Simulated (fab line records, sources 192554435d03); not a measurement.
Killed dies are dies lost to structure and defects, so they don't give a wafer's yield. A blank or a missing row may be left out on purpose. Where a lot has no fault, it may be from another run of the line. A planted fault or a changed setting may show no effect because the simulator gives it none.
Matching of chambers	flow n5Finfet	pecvd-03 running N5_BEOL_M9_DEP_56: 3 sister chambers
The step deposits SiCN from 3MS/NH3, target thk 15 nm, time 26.5 s. 16 wafers are shown with their chamber, then 8 later ones without.

## WAFERS, EACH WITH ITS CHAMBER
wafer	chamber	showerheadPlenumPTorr (Torr)	throttleValvePct (%)
L473.1	1	3.657	8.83
L473.2	0	3.676	8.86
L473.4	1	3.662	8.90
L474.2	2	3.657	8.45
L474.5	2	3.665	8.63
L474.6	0	3.683	9.08
L475.1	2	3.663	8.85
L475.2	0	3.673	8.88
L475.4	2	3.663	8.62
L477.3	2	3.665	8.63
L477.4	1	3.662	8.90
L477.6	2	3.668	8.49
L480.1	0	3.677	8.85
L480.4	2	3.660	8.60
L480.6	1	3.660	8.98
L481.2	0	3.676	9.14

SIGNATURES (averages over the wafers above)
reading	chamber 0	chamber 1	chamber 2	scatter within a chamber
showerheadPlenumPTorr	3.67700	3.66025	3.66300	0.00338
throttleValvePct	8.9620	8.9025	8.6100	0.119
Rule: distance of a wafer from a chamber = root of the sum over the readings of ((wafer's reading minus chamber's mean) / reading's scatter) squared. The wafer belongs to the nearest chamber; if the next one is less than 2 further off, it can't be placed. The scatter: take each reading less its chamber's mean, square it, sum over the shown wafers, divide by the number of wafers less the number of chambers, and take the root.

## WAFERS MISSING THEIR CHAMBER
wafer	showerheadPlenumPTorr (Torr)	throttleValvePct (%)
L481.5	3.673	8.76
L481.6	3.654	8.59
L486.2	3.664	8.92
L486.3	3.678	9.05
L486.4	3.678	9.28
L494.1	3.651	8.48
L494.4	3.664	8.52
L494.6	3.675	8.97

## CHAMBER TAKEN BY EACH
wafer	from the rows above	in truth
L481.5	can't be placed: 0 or 2 or 1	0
L481.6	can't be placed: 2 or 1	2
L486.2	can't be placed: 1 or 2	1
L486.3	0	0
L486.4	0	0
L494.1	can't be placed: 2 or 1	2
L494.4	2	2
L494.6	0	0
Correctly placed: 4 of 8. From these rows, 4 cannot be placed; in 4 the true chamber is one of the candidates. Wrongly placed: 0.
